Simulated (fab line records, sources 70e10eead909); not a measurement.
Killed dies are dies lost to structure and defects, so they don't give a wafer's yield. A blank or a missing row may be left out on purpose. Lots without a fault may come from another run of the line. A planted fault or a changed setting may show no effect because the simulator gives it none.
Problem report in the 8D (eight disciplines) form, filled by code | flow nand_harc | the parts of the form that need people (team, actions taken, sign-off) are left out

1. THE PROBLEM
thk_nm at NHARC_A_ONON_D2_THK_MEAS_18 reads a mean of 1538 nm on 4 wafers of 3 lots; wafers without a fault read 1005 nm with a standard deviation of 10. That is +53 standard deviations from the usual mean.
The step: measures by ellipsometry.
First seen on wafer L593.1, day 19 01:11, on film_metro-02. The record holds 42 wafers of 15 lots with a number at this step. Rule for "out", or "out of limits": more than 4 standard deviations from the usual mean. The other wafers with a number count as sound.

2. WHAT IT IS AND WHAT IT IS NOT
question                    | is                             | is not
which readings at this step | thk_nm                         | -
which lots                  | L593, L595, L596               | L579, L581, L582, L583, L584, L585, L586, L587, L588, L599, L601, L602
which wafers of those lots  | L593.1, L593.5, L595.5, L596.5 | L595.2, L596.2
read on which gauges        | film_metro-01, film_metro-02   | -
when                        | from day 19 01:11              | up to then (27 sound wafers); but 11 sound wafers of L595, L596, L599, L601, L602 came after

3. SUSPECTS, AND WHAT RULES EACH OUT
Counting: a tool at a process step up to the reading stays a suspect if it ran every lot that is out. Sound lots after the first of them don't rule it out here, since some wafers of a struck lot are sound.
- the gauge at NHARC_A_ONON_D2_THK_MEAS_18: ruled out. The wafers that are out were read on 2 gauges (film_metro-01, film_metro-02).
- pecvd_onon-04 at NHARC_A_ONON_D2_DEP_16 (target thk 1000 nm): kept. It ran every lot that is out, first L593 (day 19 00:40); its last sound lot up to then is L588 (day 16 22:10).
Left after counting: pecvd_onon-04 at NHARC_A_ONON_D2_DEP_16.

4. THE CAUSE (what the simulator had put in)
Process parameter drift: pecvd_onon-04, from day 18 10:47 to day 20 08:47, at NHARC_A_ONON_D2_DEP_16. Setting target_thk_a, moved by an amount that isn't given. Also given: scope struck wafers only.
Counting left only this tool.

5. THE CHAIN OF EFFECTS, in route order
Each row: a reading whose mean over the struck wafers that have a number lies more than 3 standard deviations from the usual. Only readings for which the record gives a usual standard deviation are gone through. hours: the time from each lot's start at the first step in this table that gives one to its start at this step, as a median over the lots. sigmas: the change in usual standard deviations.
hours | step                        | reading         | usual   | on struck wafers | change | sigmas
0     | NHARC_A_ONON_D2_THK_MEAS_18 | thk_nm          | 1005 nm | 1538             | +534   | +53
275   | NHARC_END_SORT_01           | killed_at_array | 56      | 671              | +615   | +36
275   | NHARC_END_SORT_01           | killed_dies     | 61      | 677              | +616   | +38

6. WHAT WOULD HAVE CAUGHT IT SOONER
In this record the first reading out of limits at a measuring or inspecting step was taken at day 19 01:11, 14 hours after the fault began at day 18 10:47.
Of the lots that are out (3), L595, L596 began NHARC_A_ONON_D2_DEP_16 on pecvd_onon-04 after day 19 01:11. A hold on the tool at that time would have spared those 2.
